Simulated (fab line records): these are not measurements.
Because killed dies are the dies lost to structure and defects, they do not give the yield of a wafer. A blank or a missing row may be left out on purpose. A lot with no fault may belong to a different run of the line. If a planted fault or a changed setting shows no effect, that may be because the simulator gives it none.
fab line records	flow n5_finfet
record: lots: 8	wafers: 24	last_day: 17
route steps=1938 shown BEOL_M4@1111 BEOL_M11@1554 PASSIVATION@1936
lots that met no fault: from a run of the same line without faults
start_h: hours from the record's first day to the start of the lot's first wafer shown	wait_h: hours from the lot's prior step to this one	" repeats the value in the row above	L1.1+2: a row that stands for several wafers	- either no value or no given start	* or withheld: withheld	< > ~ a bound
route shown NAME@n: NAME is a module with steps in the file, n the number in the route of the first one	usual: mean and standard deviation over wafers with no fault	same: alike in all rows	chamber/n: place in a boat	sites: the reading at each site	_std_site: the standard deviation of these	_edge_site: inner sites' mean taken away from outer sites' mean	radius_mm: how far each site lies from the wafer's centre	mask NAME#n: copy n	behind: the most recent tool/chamber to have shaped the wafer	hold: why the lot went on hold/how many hours it stayed there/how the hold came to an end	device: transistor that didn't switch, given as n, p or np	end of line: tests run on the same wafers once the route is complete	a step without rows: its recipe alone	killed: count of dies lost to structure and defects at first sort (not the wafer's yield)	map: per-die view of a wafer (x killed, . not killed, _ where there is no die)
set.NAME: the setting the step ran with; set.NAME@STEP: the setting that earlier step ran with	model.NAME: the simulator's own value behind a step, which no gauge read
the route's steps for a sample of lots (tables are steps, rows are wafers)
services: when a tool's chamber went out of use (start_h, in hours from the record's first day, below 0 if earlier), for how many hours, and the reason
== steps ==
step: N5_BEOL_M4_RC_MEAS_101
usual: DIBL_N: 35.8/1.8	DIBL_P: 35.6/2	IOFF_N: 0.148/0.028	IOFF_P: 0.20/0.034	ION_N: 672/12	ION_P: 462/8.5	SS_N: 71.2/0.65	SS_P: 73.1/0.67	VT_N: 251/3.3	VT_P: -251/3.8
lot.wafer	tool	chamber	start_h	wait_h	DIBL_N[mV/V]	DIBL_P[mV/V]	IOFF_N[nA/um]	IOFF_P[nA/um]	ION_N[uA/um]	ION_P[uA/um]	SS_N[mV/dec]	SS_P[mV/dec]	VT_N[mV]	VT_P[mV]
L713.2	prober-01	0	192.61	0.2	36.3	34.1	0.138	0.20	662	464	71.5	73.2	253	-248
L713.3	"	0	"	"	36.9	34.5	0.141	0.21	675	469	70.9	73.8	253	-248
L713.5	"	0	"	"	38.3	36.7	0.175	0.24	677	468	71.1	73.7	247	-248
L718.1	prober-01	0	204.22	0.0	33.9	31.6	0.107	0.17	652	459	70.5	72.6	255	-251
L718.2	"	0	"	"	36.2	35.5	0.157	0.23	682	474	71.4	73.2	250	-246
L718.5	"	0	"	"	36.4	35.4	0.153	0.22	667	462	71.6	73.1	250	-247
L719.2	prober-02	0	218.26	0.2	34.6	34.3	0.121	0.19	663	457	70.1	73.5	253	-249
L719.3	"	0	"	"	35.9	35.7	0.136	0.21	674	467	71.3	72.8	252	-247
L719.4	"	0	"	"	35.2	34.7	0.137	0.19	677	468	70.8	72.4	250	-249
L720.1	prober-01	0	221.50	0.0	38.0	37.4	0.178	0.21	676	456	71.5	73.8	252	-254
L720.2	"	0	"	"	34.9	34.3	0.117	0.17	656	454	71.0	73.0	255	-252
L720.3	"	0	"	"	33.6	32.3	0.105	0.14	661	450	69.8	72.1	255	-256
L721.1	prober-01	0	231.54	0.0	35.1	34.7	0.135	0.18	666	458	71.8	71.9	252	-251
L721.2	"	0	"	"	35.3	35.3	0.146	0.18	673	456	71.5	72.5	249	-251
L721.3	"	0	"	"	34.7	34.5	0.150	0.18	697	468	70.6	72.7	248	-251
L728.1	prober-01	0	267.31	0.0	38.5	39.8	0.191	0.25	679	463	72.1	73.7	248	-248
L728.2	"	0	"	"	35.8	34.5	0.137	0.17	663	454	71.6	73.0	252	-252
L728.4	"	0	"	"	35.6	36.1	0.146	0.18	683	466	71.5	73.1	251	-255
L731.1	prober-01	0	290.31	0.0	38.6	41.2	0.200	0.27	678	464	72.5	74.2	245	-247
L731.2	"	0	"	"	37.8	39.5	0.181	0.24	684	462	71.2	73.9	247	-249
L731.6	"	0	"	"	38.0	39.9	0.183	0.25	682	472	72.0	74.1	250	-247
L733.1	prober-02	0	310.71	0.0	34.5	34.1	0.145	0.19	673	471	70.7	72.4	249	-249
L733.2	"	0	"	"	35.1	35.6	0.163	0.21	687	470	70.5	72.9	246	-247
L733.5	"	0	"	"	35.3	35.2	0.164	0.21	692	469	70.9	72.9	247	-247
step: N5_BEOL_M11_ETCH_62
recipe: chemistry: N2/H2	target: SOC	target_depth_a: 1100	overetch_a: 220	mask_material: SiARC	temp_c: 40	time_s: 165	ion_energy_ev: 200	pressure_mtorr: 30	source_w: 840	bias_w: 150	n2_flow_sccm: 200	h2_flow_sccm: 200
usual: bias_w: 150.0/0.44	chamber_pressure_mTorr: 30.001/0.027	drypump_motor_current_A: 5.5/0.46	oes_product_au: 0.68/0.08	rf_vpp_V: 524.2/2.3	showerhead_plenum_p_Torr: 2.56/0.077	throttle_valve_pct: 17.74/0.28
lot.wafer	tool	chamber	start_h	wait_h	bias_w	chamber_pressure_mTorr	drypump_motor_current_A	oes_product_au	rf_hours_counter_h	rf_vpp_V	showerhead_plenum_p_Torr	throttle_valve_pct
L713.2	rie_diel-02	3	247.08	0.0	149.8	30.005	4.9	0.70	64	522.6	2.48	17.95
L713.3	"	2	"	"	149.7	30.022	5.1	0.59	229	521.8	2.53	17.84
L713.5	"	1	"	"	149.8	30.007	5.6	0.61	-	527.6	2.61	17.82
L718.1	rie_diel-02	0	258.96	0.0	150.0	30.007	6.5	0.77	14	524.0	2.60	17.37
L718.2	"	1	"	"	150.1	29.966	5.6	0.61	185	526.4	2.61	17.80
L718.5	"	1	"	"	149.8	29.976	5.6	0.61	-	527.0	2.61	17.81
L719.2	rie_diel-01	1	278.66	0.0	149.8	30.041	6.0	0.76	29	521.9	2.47	17.14
L719.3	"	3	"	"	150.2	30.014	5.7	0.57	224	525.6	2.61	17.71
L719.4	"	0	"	"	150.3	30.017	5.3	0.67	107	527.6	2.67	17.82
L720.1	rie_diel-02	2	278.85	0.0	149.8	30.025	5.2	0.58	239	523.2	2.52	17.85
L720.2	"	0	"	"	149.9	29.984	6.5	0.76	20	525.7	2.60	17.37
L720.3	"	3	"	"	149.5	29.984	5.0	0.70	73	521.4	2.47	17.96
L721.1	rie_diel-02	0	287.95	0.0	150.1	29.998	6.5	0.75	23	524.5	2.60	17.38
L721.2	"	3	"	"	150.2	29.978	5.0	0.70	76	523.1	2.47	17.98
L721.3	"	1	"	"	149.9	29.974	5.6	0.61	191	524.7	2.61	17.82
L728.1	rie_diel-02	3	321.60	0.0	150.6	29.984	5.0	0.68	88	521.6	2.47	18.00
L728.2	"	0	"	"	150.6	30.043	6.5	0.74	34	526.4	2.60	17.39
L728.4	"	0	"	"	150.4	29.993	6.5	0.74	-	524.0	2.60	17.37
L731.1	rie_diel-02	3	341.37	0.0	149.5	29.993	4.9	0.68	95	522.2	2.46	18.02
L731.2	"	0	"	"	149.5	29.965	6.5	0.74	41	524.9	2.59	17.40
L731.6	"	2	"	"	149.4	29.989	5.1	0.84	-	524.8	2.52	17.48
L733.1	rie_diel-01	0	364.26	0.0	150.9	29.993	5.3	0.66	134	525.5	2.66	17.89
L733.2	"	3	"	"	150.3	29.988	5.7	0.56	250	526.3	2.59	17.76
L733.5	"	3	"	"	149.7	30.060	5.7	0.56	-	527.0	2.59	17.77
step: N5_BEOL_M11_OVL_MEAS_29
recipe: points_per_wafer: 44
usual: V10_OVL: -0.3/0.9
lot.wafer	tool	chamber	start_h	wait_h	V10_OVL[nm]
L713.2	overlay-01	0	247.85	0.0	0.7
L713.3	"	0	"	"	1.4
L713.5	"	0	"	"	0.8
L718.1	overlay-01	0	259.64	0.0	-0.1
L718.2	"	0	"	"	-0.7
L718.5	"	0	"	"	-1.6
L719.2	overlay-01	0	280.59	0.0	0.0
L719.3	"	0	"	"	-0.6
L719.4	"	0	"	"	0.0
L720.1	overlay-02	0	280.77	0.0	-1.0
L720.2	"	0	"	"	-0.4
L720.3	"	0	"	"	0.0
L721.1	overlay-02	0	288.76	0.0	-1.6
L721.2	"	0	"	"	-1.0
L721.3	"	0	"	"	-1.5
L728.1	overlay-01	0	325.47	0.0	-1.5
L728.2	"	0	"	"	-0.1
L728.4	"	0	"	"	-0.2
L731.1	overlay-01	0	342.23	0.0	0.1
L731.2	"	0	"	"	0.4
L731.6	"	0	"	"	0.0
L733.1	overlay-02	0	366.33	0.0	-1.9
L733.2	"	0	"	"	-1.6
L733.5	"	0	"	"	-1.1
step: N5_BEOL_M11_ETCH_66
recipe: chemistry: N2/H2	target: SOC	target_depth_a: 1200	overetch_a: 240	mask_material: SiARC	temp_c: 40	time_s: 180	ion_energy_ev: 200	pressure_mtorr: 30	source_w: 840	bias_w: 150	n2_flow_sccm: 200	h2_flow_sccm: 200
usual: bias_w: 150.0/0.43	chamber_pressure_mTorr: 30.002/0.027	drypump_motor_current_A: 5.5/0.5	oes_product_au: 0.65/0.073	rf_vpp_V: 524.2/2.5	showerhead_plenum_p_Torr: 2.56/0.083	throttle_valve_pct: 17.72/0.29
lot.wafer	tool	chamber	start_h	wait_h	bias_w	chamber_pressure_mTorr	drypump_motor_current_A	oes_product_au	rf_hours_counter_h	rf_vpp_V	showerhead_plenum_p_Torr	throttle_valve_pct
L713.2	rie_diel-01	3	248.00	0.0	149.9	30.037	5.7	0.55	215	525.4	2.61	17.71
L713.3	"	2	"	"	150.0	29.978	5.4	0.57	200	522.2	2.54	18.15
L713.5	"	3	"	"	149.6	29.996	5.7	0.55	-	527.1	2.61	17.70
L718.1	rie_diel-02	2	259.78	0.0	-	-	-	-	-	-	-	-
L718.2	"	1	"	"	-	-	-	-	-	-	-	-
L718.5	"	1	"	"	-	-	-	-	-	-	-	-
L719.2	rie_diel-01	3	280.89	0.0	-	-	-	-	-	-	-	-
L719.3	"	0	"	"	-	-	-	-	-	-	-	-
L719.4	"	1	"	"	-	-	-	-	-	-	-	-
L720.1	rie_diel-02	3	280.91	0.0	-	-	-	-	-	-	-	-
L720.2	"	0	"	"	-	-	-	-	-	-	-	-
L720.3	"	1	"	"	-	-	-	-	-	-	-	-
L721.1	rie_diel-02	0	289.02	0.0	150.3	29.991	6.5	0.72	23	526.1	2.60	17.36
L721.2	"	2	"	"	150.5	30.004	5.1	0.56	243	521.9	2.52	17.86
L721.3	"	3	"	"	149.8	30.010	4.9	0.66	77	522.1	2.47	17.98
L728.1	rie_diel-02	1	325.79	0.0	149.6	30.002	5.6	0.58	203	526.5	2.60	17.83
L728.2	"	0	"	"	150.6	29.994	6.5	0.70	35	525.4	2.60	17.38
L728.4	"	1	"	"	149.6	29.983	5.6	0.57	-	526.0	2.60	17.84
L731.1	rie_diel-01	1	342.38	0.0	149.5	29.972	5.9	0.70	49	521.2	2.46	17.19
L731.2	"	2	"	"	149.7	29.923	5.4	0.56	228	523.3	2.53	18.21
L731.6	"	0	"	"	149.6	29.998	5.3	0.63	-	527.3	2.66	17.84
L733.1	rie_diel-02	2	366.47	0.0	150.1	29.992	5.1	0.77	10	522.2	2.51	17.48
L733.2	"	3	"	"	149.9	29.982	4.9	0.64	103	522.3	2.46	18.01
L733.5	"	2	"	"	149.8	30.035	5.1	0.77	-	521.5	2.51	17.48
step: N5_BEOL_M11_VIA_ETCH_34
recipe: chemistry: C4F6/O2	target: SiCOH_lowk	target_depth_a: 1845	mask_material: SOC	taper_deg: 4	time_s: 69.2	ion_energy_ev: 250	pressure_mtorr: 30	source_w: 345	bias_w: 185	Ar_flow_sccm: 300	C4F6_flow_sccm: 10	O2_flow_sccm: 10
usual: C4F6_flow_sccm: 10.00/0.03	O2_flow_sccm: 10.00/0.033	bias_w: 185.0/0.51	drypump_motor_current_A: 5.5/0.5	oes_o_777_au: 0.81/0.096	oes_product_au: 0.81/0.097	rf_vpp_V: 659/11	showerhead_plenum_p_Torr: 2.86/0.091	throttle_valve_pct: 20.82/0.28
lot.wafer	tool	chamber	start_h	wait_h	C4F6_flow_sccm	O2_flow_sccm	bias_w	drypump_motor_current_A	oes_o_777_au	oes_product_au	rf_hours_counter_h	rf_vpp_V	showerhead_plenum_p_Torr	throttle_valve_pct
L713.2	rie_diel-01	3	248.12	0.0	9.97	10.04	185.0	5.7	0.69	0.69	215	645	2.93	20.90
L713.3	"	2	"	"	10.01	10.02	184.8	5.4	0.72	0.70	200	654	2.83	21.12
L713.5	"	3	"	"	10.01	10.04	186.7	5.7	0.69	0.69	-	644	2.93	20.87
L718.1	rie_diel-02	2	259.91	0.0	9.99	10.02	184.8	5.1	0.66	0.26	233	678	2.82	20.71
L718.2	"	1	"	"	9.98	10.04	185.9	5.6	0.73	0.26	186	657	2.95	20.98
L718.5	"	1	"	"	10.02	10.00	184.7	5.6	0.73	0.27	-	659	2.95	20.96
L719.2	rie_diel-01	3	281.01	0.0	9.95	10.00	185.2	5.7	0.68	0.26	224	646	2.92	20.75
L719.3	"	0	"	"	9.98	9.95	185.3	5.4	0.84	0.30	107	667	2.98	20.72
L719.4	"	1	"	"	9.99	10.01	184.8	6.0	0.95	0.34	29	675	2.79	20.25
L720.1	rie_diel-02	3	281.04	0.0	9.95	9.99	185.1	5.0	0.82	0.31	74	655	2.77	20.83
L720.2	"	0	"	"	10.00	10.02	185.3	6.5	0.93	0.33	21	638	2.90	20.19
L720.3	"	1	"	"	10.00	10.02	185.1	5.6	0.73	0.27	188	657	2.95	20.98
L721.1	rie_diel-02	0	289.14	0.0	10.00	9.99	185.2	6.5	0.92	0.89	23	638	2.90	20.36
L721.2	"	2	"	"	10.00	9.97	185.7	5.2	0.66	0.68	243	679	2.82	20.88
L721.3	"	3	"	"	10.03	9.99	184.4	5.0	0.83	0.83	77	656	2.77	21.00
L728.1	rie_diel-02	1	325.91	0.0	9.96	10.00	184.5	5.6	0.71	0.71	203	658	2.95	21.15
L728.2	"	0	"	"	10.04	10.00	185.3	6.5	0.89	0.87	35	638	2.90	20.37
L728.4	"	1	"	"	9.99	9.96	185.0	5.6	0.72	0.71	-	658	2.95	21.16
L731.1	rie_diel-01	1	342.50	0.0	10.00	10.04	184.3	6.0	0.91	0.90	49	673	2.78	20.43
L731.2	"	2	"	"	10.00	9.98	184.5	5.4	0.69	0.68	228	653	2.82	21.15
L731.6	"	0	"	"	10.00	10.00	185.0	5.3	0.82	0.79	-	666	2.97	20.91
L733.1	rie_diel-02	2	366.59	0.0	9.97	9.97	186.0	5.2	0.91	0.95	10	679	2.81	20.56
L733.2	"	3	"	"	9.99	9.94	184.0	4.9	0.79	0.80	103	655	2.76	21.03
L733.5	"	2	"	"	10.00	9.95	184.8	5.1	0.90	0.95	-	679	2.81	20.58
step: N5_BEOL_M11_STRIP_36
recipe: chemistry: N2/H2	power_w: 450	temp_c: 40	pressure_mtorr: 20	rf_frequency_hz: 6e+07	overash_fraction: 0.3	bias_power_w: 7	h2_frac: 0.5	n2_flow_sccm: 200	h2_flow_sccm: 200
usual: drypump_motor_current_A: 5.5/0.51	oes_product_au: 0.81/0.096	rf_vpp_V: 59.3/1.9	showerhead_plenum_p_Torr: 2.55/0.084	throttle_valve_pct: 23.5/0.31
lot.wafer	tool	chamber	start_h	wait_h	drypump_motor_current_A	oes_product_au	rf_hours_counter_h	rf_vpp_V	showerhead_plenum_p_Torr	throttle_valve_pct
L713.2	rie_diel-01	3	248.18	0.0	5.7	0.69	215	60.0	2.60	23.3
L713.3	"	2	"	"	5.5	0.70	200	56.3	2.54	24.0
L713.5	"	3	"	"	5.7	0.68	-	58.4	2.60	23.4
L718.1	rie_diel-02	2	259.97	0.0	5.1	0.69	233	60.6	2.52	23.6
L718.2	"	1	"	"	5.6	0.72	186	59.8	2.61	23.5
L718.5	"	1	"	"	5.6	0.73	-	59.5	2.61	23.5
L719.2	rie_diel-01	3	281.07	0.0	5.8	0.67	224	59.3	2.60	23.4
L719.3	"	0	"	"	5.3	0.79	107	56.6	2.67	23.6
L719.4	"	1	"	"	6.0	0.93	29	59.0	2.46	22.8
L720.1	rie_diel-02	3	281.10	0.0	4.9	0.85	74	60.1	2.47	23.9
L720.2	"	0	"	"	6.5	0.89	21	57.4	2.60	23.2
L720.3	"	1	"	"	5.6	0.73	188	60.6	2.60	23.4
L721.1	rie_diel-02	0	289.20	0.0	6.5	0.91	23	60.4	2.60	23.3
L721.2	"	2	"	"	5.1	0.70	243	61.0	2.52	23.7
L721.3	"	3	"	"	5.0	0.82	77	57.4	2.47	23.9
L728.1	rie_diel-02	1	325.97	0.0	5.6	0.71	203	59.4	2.60	23.5
L728.2	"	0	"	"	6.5	0.88	35	58.1	2.59	23.3
L728.4	"	1	"	"	5.6	0.71	-	58.1	2.60	23.5
L731.1	rie_diel-01	1	342.56	0.0	6.0	0.88	49	54.9	2.45	22.8
L731.2	"	2	"	"	5.4	0.68	228	59.0	2.53	24.0
L731.6	"	0	"	"	5.4	0.78	-	60.2	2.66	23.6
L733.1	rie_diel-02	2	366.65	0.0	5.1	0.97	10	60.2	2.51	23.4
L733.2	"	3	"	"	4.9	0.81	103	59.1	2.46	24.0
L733.5	"	2	"	"	5.1	0.96	-	58.5	2.51	23.4
step: N5_PASSIVATION_PROBE_49
usual: defect_limited_yield: 91.3/1.5	killed_at_M0_to_M3: 34/11	killed_at_M4_up: 14/6.1	killed_at_contacts: 12/5.9	killed_at_front_end: 39/11	killed_at_other: 4/3.3	killed_dies: 102/18	killed_on_rim: 13/3.8	killed_open: 67/13	killed_short: 33/7.9	sort_bin_5_function: 5.1/1	sort_bin_6_memory: 3.3/0.7	sort_n_pass: 1077/19	sort_yield_pct: 91.3/1.6
same: gross_dies: 1180	killed_at_back_side: 0	sort_bin_4_leakage[%]: 0	sort_bin_8_speed[%]: 0
lot.wafer	tool	chamber	start_h	wait_h	defect_limited_yield[%]	killed_at_M0_to_M3	killed_at_M4_up	killed_at_contacts	killed_at_front_end	killed_at_other	killed_dies	killed_on_rim	killed_open	killed_short	sort_bin_5_function[%]	sort_bin_6_memory[%]	sort_n_pass	sort_yield_pct[%]
L718.1	prober-01	-	306.55	0.0	0	38	1085	12	41	4	1180	152	70	36	96.0	3.8	0	0
L718.2	prober-01	-	306.60	0.1	0	21	1101	12	40	6	1180	152	71	27	96.9	3.0	0	0
L718.5	prober-01	-	306.75	0.2	0	29	1079	10	60	2	1180	152	96	29	95.8	4.1	0	0
L720.1	prober-02	-	320.05	0.0	0	16	1112	8	40	4	1180	152	50	27	97.1	2.5	0	0
L720.2	prober-02	-	320.10	0.1	0	19	1106	14	40	1	1180	152	67	20	96.7	3.1	0	0
L720.3	prober-02	-	320.15	0.1	0	26	1105	11	35	3	1180	152	71	32	96.9	3.0	0	0
L719.2	prober-01	-	322.07	0.1	0	30	1105	10	27	8	1180	152	56	32	97.1	2.6	0	0
L719.3	prober-01	-	322.12	0.1	0	44	1089	12	33	2	1180	152	66	34	96.7	3.1	0	0
L719.4	prober-01	-	322.17	0.2	0	33	1086	17	44	0	1180	152	67	37	96.4	3.5	0	0
killed by level:class
L718.1 BEOL_M11:area_etch=1074 MOL_CONTACT_COAG:geometric_particle:open=11 STI_FIN_REVEAL:geometric_particle:open=8 BEOL_M4:geometric_particle:open=8 FIN_SAQP:geometric_particle:short=7 BEOL_M0_SAQP:geometric_particle:short=7 BEOL_M2:geometric_particle:open=7 GATE_CUT:geometric_particle:short=6
L718.2 BEOL_M11:area_etch=1082 MOL_CONTACT_COAG:geometric_particle:open=10 FIN_SAQP:geometric_particle:open=9 BEOL_M5:geometric_particle:open=9 BEOL_M3:geometric_particle:open=7 STARTING-WAFER:geometric_particle:open=6 STI_FIN_REVEAL:geometric_particle:open=5 FIN_SAQP:geometric_particle:short=3
L718.5 BEOL_M11:area_etch=1055 FIN_SAQP:geometric_particle:open=25 BEOL_M4:geometric_particle:open=16 STI_FIN_REVEAL:geometric_particle:open=15 BEOL_M3:geometric_particle:open=13 BEOL_M0_SAQP:geometric_particle:short=8 FIN_SAQP:geometric_particle:short=7 MOL_CONTACT_COAG:geometric_particle:open=6
L720.1 BEOL_M11:area_etch=1102 MOL_CONTACT_COAG:geometric_particle:open=8 STI_FIN_REVEAL:geometric_particle:open=7 FIN_SAQP:geometric_particle:short=6 BEOL_M4:geometric_particle:open=6 FIN_SAQP:geometric_particle:open=5 BEOL_M0_SAQP:geometric_particle:short=5 STARTING-WAFER:geometric_particle:open=5
L720.2 BEOL_M11:area_etch=1090 MOL_CONTACT_COAG:geometric_particle:open=12 FIN_SAQP:geometric_particle:open=10 STI_FIN_REVEAL:geometric_particle:open=9 BEOL_M4:geometric_particle:open=6 BEOL_M0_SAQP:geometric_particle:open=5 FIN_SAQP:geometric_particle:short=4 DUMMY_GATE:geometric_particle:open=4
L720.3 BEOL_M11:area_etch=1077 BEOL_M4:geometric_particle:open=14 STI_FIN_REVEAL:geometric_particle:open=10 MOL_CONTACT_COAG:geometric_particle:open=9 BEOL_M0_SAQP:geometric_particle:short=6 FIN_SAQP:geometric_particle:open=5 BEOL_M4:geometric_particle:short=5 BEOL_M3:geometric_particle:open=5
L719.2 BEOL_M11:area_etch=1088 FIN_SAQP:geometric_particle:open=8 MOL_CONTACT_COAG:geometric_particle:open=7 BEOL_M0_SAQP:geometric_particle:open=7 BEOL_M3:geometric_particle:open=7 BEOL_M0_SAQP:geometric_particle:short=6 BEOL_M2:geometric_particle:open=5 PAD_METAL:geometric_particle:short=5
L719.3 BEOL_M11:area_etch=1077 BEOL_M3:geometric_particle:open=11 BEOL_M0_SAQP:geometric_particle:open=10 MOL_CONTACT_COAG:geometric_particle:open=8 BEOL_M0_SAQP:geometric_particle:short=8 FIN_SAQP:geometric_particle:open=7 FIN_SAQP:geometric_particle:short=7 GATE_CUT:geometric_particle:short=4
L719.4 BEOL_M11:area_etch=1076 MOL_CONTACT_COAG:geometric_particle:open=14 GATE_CUT:geometric_particle:short=11 BEOL_M0_SAQP:geometric_particle:open=9 BEOL_M0_SAQP:geometric_particle:short=8 BEOL_M3:geometric_particle:open=7 STI_FIN_REVEAL:geometric_particle:open=6 GATE_CUT:geometric_particle:open=6
== services ==
tool	chamber	start_h	hours	kind
rie_diel-02	0	227.10	2.8	repair
rie_diel-02	1	264.14	12.0	repair
rie_diel-02	2	311.35	-	clean
rie_diel-02	2	311.35	-	consumable_replace:focus_ring
rie_diel-02	2	311.35	23.3	scheduled_down
rie_diel-02	2	311.35	23.3	vent_cycle
rie_diel-01	3	364.43	-	clean
rie_diel-01	3	364.43	-	consumable_replace:focus_ring
== key ==
first_sign: step: N5_BEOL_M11_ETCH_66	reading: tool_record	direction: missing
effect: step: N5_BEOL_M11_VIA_ETCH_34	reading: oes_product_au	direction: down	sigmas: 5.3	usual: 0.81	struck: 0.29
effect: step: N5_PASSIVATION_PROBE_49	reading: killed_at_M4_up	direction: up	sigmas: 99+	usual: 14	struck: 1096
more_kills_born_at: N5_BEOL_M11_ETCH_66@rie_diel-02: 6480	N5_BEOL_M11_ETCH_66@rie_diel-01: 3241
met_at N5_BEOL_M11_ETCH_66
struck_lots L718,L719,L720
later_rows_left_out L718.1,L718.2,L718.5,L719.2,L719.3,L719.4,L720.1,L720.2,L720.3
not_acting_at N5_BEOL_M11_ETCH_62,N5_BEOL_M11_OVL_MEAS_29,N5_BEOL_M11_STRIP_36
onset_between 248.00 259.78
fault: kind: skipped_step_whole	tool: rie_diel-01,rie_diel-02	chamber: -	onset_h: 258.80	steps: N5_BEOL_M11_ETCH_66	scope: struck_lots_only
later_rows_left_out: the simulator's readings of these wafers behind a module that went badly wrong aren't trusted and aren't shown, but for the sort
